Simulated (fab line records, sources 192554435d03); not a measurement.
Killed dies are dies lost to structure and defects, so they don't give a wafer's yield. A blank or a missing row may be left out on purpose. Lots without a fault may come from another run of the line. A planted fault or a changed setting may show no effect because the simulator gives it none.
Split-lot experiment | flow n5_finfet | 7 lots, 21 wafers read, on a route of 1938 steps

THE SPLIT
At N5_BEOL_M9_DESCUM_16 (chemistry O2, time 7.9 s), the setting time_s was moved away from the recipe's 7.9 s on 5 of the 21 wafers read, by -13.6% to +18.3%. The other wafers ran this setting at the recipe's value.

The file shows no step between the split and the reading.

THE READING
CAR-ArF_of_BEOL_M9_COAT_05.thk_nm (the simulator's own value, which no gauge read), in nm, at N5_BEOL_M9_ETCH_61 (etches SiARC in CF4, target depth 39 nm, time 65 s). The file gives no usual value for it. The 16 wafers here that ran the recipe average 55.6 nm, standard deviation 0.24 nm.

wafer  | tool, chamber at the split | time_s as run, s | against the recipe | CAR-ArF_of_BEOL_M9_COAT_05.thk_nm, nm | against lot-mates on the recipe
L074.1 | rie_diel-05, 1             | 7.9              | recipe             | 55.6                                  | -
L074.3 | rie_diel-05, 3             | 8.55             | +8.2%              | 54.8                                  | -0.9
L074.5 | rie_diel-05, 3             | 7.9              | recipe             | 55.8                                  | -
L080.2 | rie_diel-02, 2             | 7.9              | recipe             | 55.4                                  | -
L080.5 | rie_diel-02, 1             | 6.823            | -13.6%             | 56.6                                  | +0.9
L080.6 | rie_diel-02, 0             | 7.9              | recipe             | 56                                    | -
L083.1 | rie_diel-02, 1             | 7.9              | recipe             | 55.2                                  | -
L083.2 | rie_diel-02, 3,0           | 7.9              | recipe             | 55.2                                  | -
L083.5 | rie_diel-02, 3,0           | 7.9              | recipe             | 55.4                                  | -
L086.3 | rie_diel-04, 0             | 7.9              | recipe             | 55.6                                  | -
L086.4 | rie_diel-04, 2             | 9.102            | +15.2%             | 54.6                                  | -1.0
L086.6 | rie_diel-04, 1             | 9.102            | +15.2%             | 54.8                                  | -0.8
L091.1 | rie_diel-02, 3,1,3         | 7.9              | recipe             | 55.4                                  | -
L091.2 | rie_diel-02, 3,1,3         | 7.9              | recipe             | 55.4                                  | -
L091.5 | rie_diel-02, 3,1,3         | 7.9              | recipe             | 55.4                                  | -
L093.3 | rie_diel-02, 1             | 7.9              | recipe             | 55.8                                  | -
L093.5 | rie_diel-02, 0             | 9.347            | +18.3%             | 54.8                                  | -0.9
L093.6 | rie_diel-02, 1             | 7.9              | recipe             | 55.6                                  | -
L097.3 | rie_diel-04, 3,0           | 7.9              | recipe             | 55.6                                  | -
L097.4 | rie_diel-04, 3,0           | 7.9              | recipe             | 55.8                                  | -
L097.6 | rie_diel-04, 3             | 7.9              | recipe             | 56                                    | -
Where a row lists several chambers, the file gives one row for several wafers and doesn't say which wafer went through which chamber.

THE FIT
A straight line over all 21 wafers: CAR-ArF_of_BEOL_M9_COAT_05.thk_nm changes by -0.0587 nm for each +1% of time_s; r = -0.86; the points scatter about the line by 0.25 nm.
The same after taking each lot's own level away (the mean of its wafers on the recipe; 21 wafers): -0.0602 nm for each +1%; r = -0.93; scatter 0.17 nm.
On that fit, the largest move of time_s shifts the reading by 1.1 nm.
The lots' own levels span 55.27 to 55.80 nm, that is 2.2 times the standard deviation above.
So the lot-to-lot level changes the slope little: the two slopes agree.
Check: with one of the wafers moved furthest among these (+18.3%) left out of the fit, the line predicts -1.21 nm for it against its lot-mates. It came out at -0.9 nm against them.

THE WHOLE CHAIN: every reading that the file lists as answering this split, in the file's order
step                 | what it does                                       | reading                                                                            | change (the file's fit)                | r (the file's)
N5_BEOL_M9_DESCUM_16 | chemistry O2, time 7.9 s                           | CAR-ArF_of_BEOL_M9_COAT_05.thk_nm (the simulator's own value, which no gauge read) | -0.0643 nm for each +1% of the setting | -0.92
N5_BEOL_M9_ETCH_61   | etches SiARC in CF4, target depth 39 nm, time 65 s | CAR-ArF_of_BEOL_M9_COAT_05.thk_nm (the simulator's own value, which no gauge read) | -0.0608 nm for each +1% of the setting | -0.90

THE FILE'S OWN FIT
CAR-ArF_of_BEOL_M9_COAT_05.thk_nm changes by -0.0608 nm for each +1% of time_s, r = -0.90.
